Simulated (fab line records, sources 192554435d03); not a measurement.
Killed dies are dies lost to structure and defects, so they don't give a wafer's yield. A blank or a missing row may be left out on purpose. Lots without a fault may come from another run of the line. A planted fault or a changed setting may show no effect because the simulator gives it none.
fab line records | flow n5_finfet
record lots=9 wafers=25 last_day=18
route steps=1938 shown HKMG_FIN@409 BEOL_M4@1111 PASSIVATION@1936
lots that met no fault: from a run of the same line without faults
start_h: hours from the record's first day to the start of the lot's first wafer shown | wait_h: hours since the lot's step before | " the same as in the row above | L1.1+2: a row that stands for several wafers | - no value, or no start given | * or withheld: withheld | < > ~ a bound
route shown NAME@n: a module of which the file shows steps, and the number in the route of the first | usual: mean/standard deviation of fault-free wafers | same: alike in all rows | chamber/n: place in a boat | sites: the reading at each site | _std_site: their standard deviation | _edge_site: outer sites' mean less inner sites' | radius_mm: how far each site lies from the wafer's centre | mask NAME#n: copy n | behind: the tool/chamber that last shaped the wafer | hold: why the lot was held/for how many hours/how that ended | device: the transistor (n, p or np) that didn't switch | end of line: the same wafers' tests at the end of the route | a step without rows: its recipe alone | killed: dies lost to structure and defects at the first sort, not the wafer's yield | map: a wafer's dies, x killed, . not, _ none there
set.NAME: the setting as run; set.NAME@STEP: as run at that earlier step | model.NAME: the simulator's own value behind a step, which no gauge read
steps of the route over a sample of lots; a table a step, a row a wafer
services: from which hour (start_h, from the record's first day; less than 0 if before it) a tool's chamber was out of use, for how many hours, and why
## steps
# step N5_HKMG_FIN_STRIP_60
# recipe chemistry=N2/H2 power_w=2500 temp_c=300 h2_frac=0.65 time_s=360 pressure_mtorr=withheld n2_flow_sccm=1750 h2_flow_sccm=3250
# usual drypump_motor_current_A=5.8/0.59 h2_flow_sccm=3250/10 heater_power_w=447/35
# columns lot.wafer tool chamber start_h wait_h drypump_motor_current_A h2_flow_sccm heater_power_w rf_hours_counter_h
L423.2 plasma_asher-01 0 105.70 0.0 6.0 3265 415 39
L423.4 " 1 " " 6.4 3256 480 -
L423.5 " 1 " " 6.4 3258 471 -
L422.1 plasma_asher-02 1 106.82 0.0 6.0 3247 491 95
L422.2 " 0 " " 4.8 3251 404 95
L422.4 " 1 " " 6.0 3262 504 -
L425.2 plasma_asher-02 0 119.25 0.0 4.8 3226 420 97
L425.4 " 1 " " 6.0 3236 490 -
L425.5 " 1 " " 6.0 3248 485 -
L431.1 plasma_asher-02 1 154.14 0.0 6.0 3261 495 104
L431.3 " 0 " " 4.9 3264 407 -
L431.4 " 1 " " 6.0 3253 486 -
L433.1 plasma_asher-02 0 165.95 0.0 4.8 3239 425 106
L433.2 " 1 " " 6.0 3246 475 106
L433.3 " 0 " " 4.8 3241 408 -
L434.1 plasma_asher-02 1 170.55 0.0 6.0 3249 501 107
L434.2 " 0 " " 4.8 3236 420 107
L434.5 " 1 " " 6.0 3246 484 -
L437.1 plasma_asher-02 1 186.31 0.0 6.0 3252 495 111
L437.5 " 1 " " 6.0 3257 492 -
L438.1 plasma_asher-01 0 197.69 0.0 5.9 3257 406 58
L438.6 " 0 " " 5.9 3266 412 -
L440.1 plasma_asher-01 0 221.51 0.0 5.9 3260 417 63
L440.4 " 0 " " 5.9 3243 413 -
L440.5 " 0 " " 5.9 3244 413 -
# step N5_HKMG_FIN_ETCH_31
# recipe chemistry=CF4 target=SiARC target_depth_a=455 mask_material=CAR-ArF time_s=75.8 ion_energy_ev=80 pressure_mtorr=40 source_w=545 bias_w=36 Ar_flow_sccm=100 cf4_flow_sccm=100 ends=cleared
# usual cf4_flow_sccm=100.05/0.28 drypump_motor_current_A=5.51/0.26 etch_rf_on_time_s=74.7/1.8 oes_product_au=0.68/0.078 rf_vpp_V=183.8/1.2 showerhead_plenum_p_Torr=2.12/0.074 throttle_valve_pct=15.64/0.21
# columns lot.wafer tool chamber start_h wait_h cf4_flow_sccm drypump_motor_current_A etch_rf_on_time_s oes_product_au rf_hours_counter_h rf_vpp_V showerhead_plenum_p_Torr throttle_valve_pct
L423.2 rie_diel-03 1 108.23 0.0 100.12 5.68 76.3 0.68 101 183.6 2.07 15.65
L423.4 " 2 " " 100.02 5.58 76.4 0.65 160 181.5 1.98 15.81
L423.5 " 1 " " 100.27 5.67 75.5 0.68 - 183.5 2.07 15.66
L422.1 rie_diel-02 1 109.33 0.0 99.74 4.92 75.5 0.60 228 183.7 2.13 15.78
L422.2 " 0 " " 99.97 5.42 74.6 0.62 173 181.9 2.06 15.64
L422.4 " 1 " " 99.39 4.92 75.6 0.60 - 183.9 2.13 15.76
L425.2 rie_diel-02 3 121.86 0.0 99.73 5.38 78.5 0.64 139 184.3 2.06 15.90
L425.4 " 1 " " 99.71 4.93 75.2 0.60 234 183.0 2.13 15.78
L425.5 " 0 " " 100.27 5.47 73.3 0.61 - 184.8 2.06 15.65
L431.1 rie_diel-03 3 156.95 0.0 100.37 5.78 73.8 0.78 24 183.2 2.10 15.49
L431.3 " 0 " " 100.09 5.61 72.9 0.69 85 185.5 2.25 15.90
L431.4 " 2 " " 99.67 5.55 75.6 0.64 177 181.2 1.97 15.84
L433.1 rie_diel-02 3 168.47 0.0 100.14 5.39 77.4 0.63 156 184.9 2.06 15.94
L433.2 " 2 " " 99.27 5.81 74.5 0.86 0 183.3 2.20 15.30
L433.3 " 0 " " 100.55 5.45 53.2 0.74 197 183.2 2.05 15.70
L434.1 rie_diel-02 0 173.05 0.0 100.43 5.45 53.9 0.73 199 182.2 2.05 15.71
L434.2 " 2 " " 100.24 5.81 75.5 0.83 2 185.4 2.20 15.29
L434.5 " 2 " " 99.40 5.81 75.5 0.82 - 185.1 2.20 15.29
L437.1 rie_diel-03 2 189.07 0.0 99.78 5.57 77.0 0.63 188 180.9 1.97 15.87
L437.5 " 1 " " 99.92 5.69 75.9 0.66 - 184.9 2.06 15.72
L438.1 rie_diel-03 3 200.42 0.0 100.12 5.77 73.8 0.76 40 184.2 2.10 15.55
L438.6 " 0 " " 100.06 5.57 73.6 0.68 - 185.1 2.25 15.95
L440.1 rie_diel-01 1 224.27 0.0 100.38 5.10 72.5 0.72 88 184.4 2.17 15.56
L440.4 " 2 " " 100.07 5.96 72.2 0.71 96 184.6 2.15 15.79
L440.5 " 3 " " 100.23 5.45 74.9 0.62 - 182.8 2.13 15.34
# step N5_HKMG_FIN_ETCH_32
# recipe chemistry=N2/H2 target=SOC target_depth_a=2400 temp_c=40 time_s=300 ion_energy_ev=200 mask_material=SiARC pressure_mtorr=30 source_w=840 bias_w=150 n2_flow_sccm=200 h2_flow_sccm=200
# usual drypump_motor_current_A=5.52/0.26 h2_flow_sccm=200.0/0.63 oes_product_au=0.79/0.091 rf_vpp_V=523.0/2.6 showerhead_plenum_p_Torr=2.51/0.095 throttle_valve_pct=17.85/0.21
# columns lot.wafer tool chamber start_h wait_h drypump_motor_current_A h2_flow_sccm oes_product_au rf_hours_counter_h rf_vpp_V showerhead_plenum_p_Torr throttle_valve_pct
L423.2 rie_diel-03 1 108.28 0.0 5.71 199.1 0.80 101 522.1 2.44 17.81
L423.4 " 2 " " 5.57 199.9 0.77 160 518.6 2.31 17.83
L423.5 " 1 " " 5.71 199.6 0.80 - 521.7 2.44 17.82
L422.1 rie_diel-02 1 109.39 0.0 4.95 199.7 0.70 228 522.4 2.50 17.77
L422.2 " 0 " " 5.47 200.7 0.73 173 520.7 2.43 17.87
L422.4 " 1 " " 4.92 200.5 0.70 - 522.8 2.50 17.79
L425.2 rie_diel-02 3 121.91 0.0 5.38 198.7 0.75 139 521.1 2.44 18.21
L425.4 " 1 " " 4.93 200.4 0.69 234 522.1 2.50 17.79
L425.5 " 0 " " 5.46 199.7 0.71 - 521.9 2.43 17.89
L431.1 rie_diel-03 3 157.01 0.0 5.77 201.0 0.91 24 522.1 2.49 17.64
L431.3 " 0 " " 5.57 200.4 0.80 85 527.2 2.68 18.17
L431.4 " 2 " " 5.58 199.9 0.75 177 518.1 2.31 17.84
L433.1 rie_diel-02 3 168.53 0.0 5.41 200.6 0.73 156 521.4 2.43 18.22
L433.2 " 2 " " 5.80 200.4 0.99 0 523.5 2.60 17.54
L433.3 " 0 " " 5.47 200.4 0.70 197 521.0 2.42 17.92
L434.1 rie_diel-02 0 173.11 0.0 5.45 200.1 0.70 199 519.5 2.42 17.90
L434.2 " 2 " " 5.78 200.5 0.95 2 525.7 2.60 17.54
L434.5 " 2 " " 5.78 199.4 0.96 - 526.5 2.60 17.54
L437.1 rie_diel-03 2 189.12 0.0 5.58 199.9 0.73 188 518.0 2.30 17.86
L437.5 " 1 " " 5.71 200.3 0.77 - 519.1 2.43 17.87
L438.1 rie_diel-03 3 200.47 0.0 5.79 199.2 0.89 40 523.5 2.48 17.66
L438.6 " 0 " " 5.60 199.1 0.79 - 528.0 2.67 18.20
L440.1 rie_diel-01 1 224.32 0.0 5.12 199.2 0.85 88 524.7 2.57 17.90
L440.4 " 2 " " 5.95 199.2 0.83 96 524.9 2.57 18.05
L440.5 " 3 " " 5.39 199.9 0.73 - 524.1 2.54 17.64
# step N5_HKMG_FIN_ETCH_86
# recipe chemistry=N2/H2 target=SOC target_depth_a=3932 stop_on=TiN ion_energy_ev=100 bias_w=61 pressure_mtorr=30 source_w=850 n2_flow_sccm=200 h2_flow_sccm=200
# usual drypump_motor_current_A=5.55/0.25 h2_flow_sccm=200.0/0.59 oes_product_au=0.80/0.078 rf_vpp_V=240.3/1.5 showerhead_plenum_p_Torr=2.51/0.11 throttle_valve_pct=17.83/0.21
# columns lot.wafer tool chamber start_h wait_h drypump_motor_current_A h2_flow_sccm oes_product_au rf_hours_counter_h rf_vpp_V showerhead_plenum_p_Torr throttle_valve_pct
L423.2 rie_diel-03 3 109.69 - 5.77 200.8 0.94 8 240.2 2.49 17.57
L423.4 " 1 " " 5.68 200.0 0.79 101 240.7 2.44 17.79
L423.5 " 3 " " 5.78 200.8 0.94 - 240.9 2.49 17.58
L422.1 rie_diel-03 1 110.62 - 5.69 199.8 0.79 102 239.3 2.44 17.80
L422.2 " 2 " " 5.58 198.8 0.75 161 239.1 2.31 17.79
L422.4 " 0 " " 5.56 199.8 0.81 68 243.9 2.69 18.11
L425.2 rie_diel-03 3 123.14 - 5.77 200.5 0.92 13 240.3 2.49 17.58
L425.4 " 2 " " 5.57 201.1 0.75 166 239.0 2.31 17.80
L425.5 " 0 " " 5.60 199.9 0.80 - 242.6 2.69 18.11
L431.1 rie_diel-02 3 158.24 - 5.42 199.5 0.75 152 237.9 2.43 18.21
L431.3 " 0 " " 5.46 199.7 0.69 194 240.5 2.42 17.88
L431.4 " 3 " " 5.39 199.3 0.75 - 239.2 2.43 18.20
L433.1 rie_diel-01 2 169.76 - 5.94 201.2 0.83 77 241.2 2.58 18.01
L433.2 " 1 " " 5.12 199.1 0.83 71 239.5 2.57 17.85
L433.3 " 3 " " 5.41 199.6 0.73 171 241.6 2.55 17.56
L434.1 rie_diel-03 0 174.37 - 5.54 200.8 0.78 91 240.7 2.68 18.16
L434.2 " 3 " " 5.80 200.8 0.88 29 239.7 2.48 17.60
L434.5 " 3 " " 5.78 201.0 0.89 - 239.0 2.48 17.62
L437.1 rie_diel-01 1 190.55 - 5.10 200.7 0.82 79 239.8 2.57 17.88
L437.5 " 3 " " 5.43 200.9 0.72 - 240.6 2.55 17.57
L438.1 rie_diel-01 2 201.70 - 5.96 200.8 0.82 89 241.0 2.57 18.03
L438.6 " 1 " " 5.09 199.5 0.82 - 241.9 2.57 17.88
L440.1 rie_diel-02 3 225.77 - 5.40 200.9 0.73 174 239.6 2.43 18.25
L440.4 " 1 " " 4.91 198.9 0.94 11 240.5 2.49 17.40
L440.5 " 2 " " 5.81 199.6 0.90 - 241.4 2.59 17.55
# step N5_BEOL_M4_RC_MEAS_101
# usual DIBL_N=36.2/1.5 DIBL_P=36.4/2.1 IOFF_N=0.16/0.031 IOFF_P=0.21/0.037 ION_N=679/11 ION_P=465/7.7 SS_N=71.4/0.55 SS_P=73.2/0.63 VT_N=249/3.3 VT_P=-250/3.4
# columns lot.wafer tool chamber start_h wait_h DIBL_N[mV/V] DIBL_P[mV/V] IOFF_N[nA/um] IOFF_P[nA/um] ION_N[uA/um] ION_P[uA/um] SS_N[mV/dec] SS_P[mV/dec] VT_N[mV] VT_P[mV]
L422.1 prober-01 0 194.07 0.0 36.2 35.0 0.17 0.23 682 467 72.2 73.1 249 -249
L422.2 " 0 " " 36.6 36.3 0.18 0.25 670 465 71.1 73.9 248 -244
L422.4 " 0 " " 36.1 35.0 0.16 0.24 667 464 71.3 74.1 251 -244
L423.2 prober-02 0 194.71 0.2 35.6 35.6 0.13 0.17 668 453 70.7 74.0 255 -256
L423.4 " 0 " " 37.4 38.3 0.18 0.21 698 470 71.8 73.4 249 -251
L423.5 " 0 " " 39.1 40.9 0.22 0.25 689 470 71.8 74.5 247 -250
L425.2 prober-02 0 224.45 0.2 36.1 37.4 0.15 0.18 668 453 72.2 73.5 252 -254
L425.4 " 0 " " 37.5 40.0 0.18 0.22 683 461 72.6 73.6 249 -251
L425.5 " 0 " " 34.2 36.7 0.13 0.17 663 454 71.3 73.4 255 -255
L431.1 prober-01 0 253.47 0.0 38.1 37.1 0.21 0.23 688 457 72.2 73.6 243 -248
L431.3 " 0 " " 36.2 34.5 0.17 0.20 685 465 71.8 73.4 244 -252
L431.4 " 0 " " 38.5 36.3 0.20 0.22 688 464 71.9 73.7 248 -250
L433.1 prober-02 0 258.34 0.0 33.9 34.1 0.14 0.18 675 463 71.0 72.3 250 -252
L433.2 " 0 " " 36.5 37.3 0.19 0.24 692 475 72.0 73.5 244 -247
L433.3 " 0 " " 36.3 37.6 0.19 0.24 685 469 71.5 73.3 245 -247
L434.1 prober-01 0 264.81 0.0 37.9 38.4 0.21 0.27 695 473 71.7 73.8 244 -246
L434.2 " 0 " " 35.5 35.5 0.15 0.22 667 463 71.1 72.8 248 -247
L434.5 " 0 " " 35.5 35.3 0.15 0.23 674 472 70.9 73.2 248 -246
L437.1 prober-02 0 282.72 0.0 34.6 34.6 0.13 0.20 650 458 71.4 72.5 249 -248
L437.5 " 0 " " 35.2 34.7 0.13 0.20 659 460 71.3 72.6 250 -247
L438.1 prober-01 0 285.12 0.0 35.5 35.1 0.15 0.22 683 473 71.0 74.0 248 -249
L438.6 " 0 " " 35.4 33.6 0.14 0.20 669 465 71.5 72.4 253 -250
L440.1 prober-01 0 315.45 0.0 38.0 39.9 0.19 0.26 672 464 71.5 73.8 249 -245
L440.4 " 0 " " 35.9 36.3 0.15 0.20 660 453 71.2 73.0 252 -250
L440.5 " 0 " " 34.6 34.2 0.13 0.17 675 457 71.2 72.9 250 -249
# step N5_PASSIVATION_PROBE_49
# usual defect_limited_yield=91.3/1.3 killed_at_M0_to_M3=36/12 killed_at_M4_up=13/4.6 killed_at_contacts=13/5.4 killed_at_front_end=37/10 killed_at_other=3.6/2.9 killed_dies=102/15 killed_open=67/12 killed_short=33/7.5 sort_bin_5_function=5.1/0.93 sort_bin_6_memory=3.2/0.62 sort_n_pass=1078/15 sort_yield_pct=91.3/1.3
# same gross_dies=1180 killed_at_back_side=0 sort_bin_4_leakage[%]=0 sort_bin_8_speed[%]=0
# columns lot.wafer tool chamber start_h wait_h defect_limited_yield[%] killed_at_M0_to_M3 killed_at_M4_up killed_at_contacts killed_at_front_end killed_at_other killed_dies killed_open killed_short sort_bin_5_function[%] sort_bin_6_memory[%] sort_n_pass sort_yield_pct[%]
L423.2 prober-01 - 302.91 0.1 91.7 24 18 24 28 4 98 72 26 4.9 3.1 1082 91.7
L423.4 prober-01 - 303.01 0.2 93.1 16 11 13 37 5 82 47 33 3.5 3.2 1098 93.1
L423.5 prober-01 - 303.06 0.2 91.3 36 12 14 41 0 103 75 28 5.5 3.1 1077 91.3
L438.1 prober-01 - 400.22 0.0 89.0 53 11 22 42 2 130 91 38 7.3 3.4 1050 89.0
# killed by level:class
L423.2 MOL_CONTACT_COAG:geometric_particle:open=18 STI_FIN_REVEAL:geometric_particle:open=11 BEOL_M4:geometric_particle:open=9 BEOL_M1:geometric_particle:open=8 MOL_CONTACT_COAG:geometric_particle:short=6 STARTING-WAFER:geometric_particle:short=6 BEOL_M3:geometric_particle:open=5 BEOL_M1:geometric_particle:short=3
L423.4 MOL_CONTACT_COAG:geometric_particle:open=12 FIN_SAQP:geometric_particle:short=8 STI_FIN_REVEAL:geometric_particle:open=8 FIN_SAQP:geometric_particle:open=5 BEOL_M2:geometric_particle:open=4 BEOL_M4:geometric_particle:open=4 BEOL_M4:geometric_particle:short=4 STI_FIN_REVEAL:geometric_particle:short=3
L423.5 MOL_CONTACT_COAG:geometric_particle:open=12 STI_FIN_REVEAL:geometric_particle:open=11 FIN_SAQP:geometric_particle:open=7 BEOL_M1:geometric_particle:open=6 BEOL_M0:geometric_particle:open=6 STARTING-WAFER:geometric_particle:open=5 BEOL_M1:geometric_particle:short=5 FIN_SAQP:geometric_particle:short=4
L438.1 MOL_CONTACT_COAG:geometric_particle:open=17 BEOL_M0_SAQP:geometric_particle:open=15 BEOL_M0_SAQP:geometric_particle:short=10 BEOL_M2:geometric_particle:open=8 STI_FIN_REVEAL:geometric_particle:open=7 BEOL_M3:geometric_particle:open=7 ILD0:geometric_particle:short=6 BEOL_M0:geometric_particle:open=5
## services
# columns tool chamber start_h hours kind
rie_diel-02 3 106.41 11.6 repair
rie_diel-02 2 150.55 - clean
rie_diel-02 2 150.55 - consumable_replace:focus_ring
rie_diel-02 2 150.55 17.6 scheduled_down
rie_diel-02 2 150.55 17.6 vent_cycle
rie_diel-02 - 151.44 0.6 repair
rie_diel-01 0 165.02 - clean
rie_diel-01 0 165.02 - consumable_replace:focus_ring
rie_diel-01 0 165.02 16.3 scheduled_down
rie_diel-01 0 165.02 16.3 vent_cycle
rie_diel-02 1 168.17 - clean
rie_diel-02 1 168.17 - consumable_replace:focus_ring
rie_diel-02 1 168.17 20.1 scheduled_down
rie_diel-02 1 168.17 20.1 vent_cycle
rie_diel-03 3 201.09 8.5 repair
rie_diel-01 1 205.35 2.7 repair
plasma_asher-02 - 205.65 2.8 pm
## key
first_sign step=N5_HKMG_FIN_ETCH_31 reading=etch_rf_on_time_s direction=down sigmas=12 usual=* struck=*
effect none on later readings
met_at N5_HKMG_FIN_ETCH_31
struck_lots L433,L434
struck_wafers L433.3,L434.1
not_acting_at N5_HKMG_FIN_STRIP_60,N5_HKMG_FIN_ETCH_32,N5_HKMG_FIN_ETCH_86
onset_between 121.86 168.47
fault kind=process_parameter_drift tool=rie_diel-02 chamber=0 onset_h=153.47 steps=N5_HKMG_FIN_ETCH_31 channel=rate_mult offset=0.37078 shape=step end_h=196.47
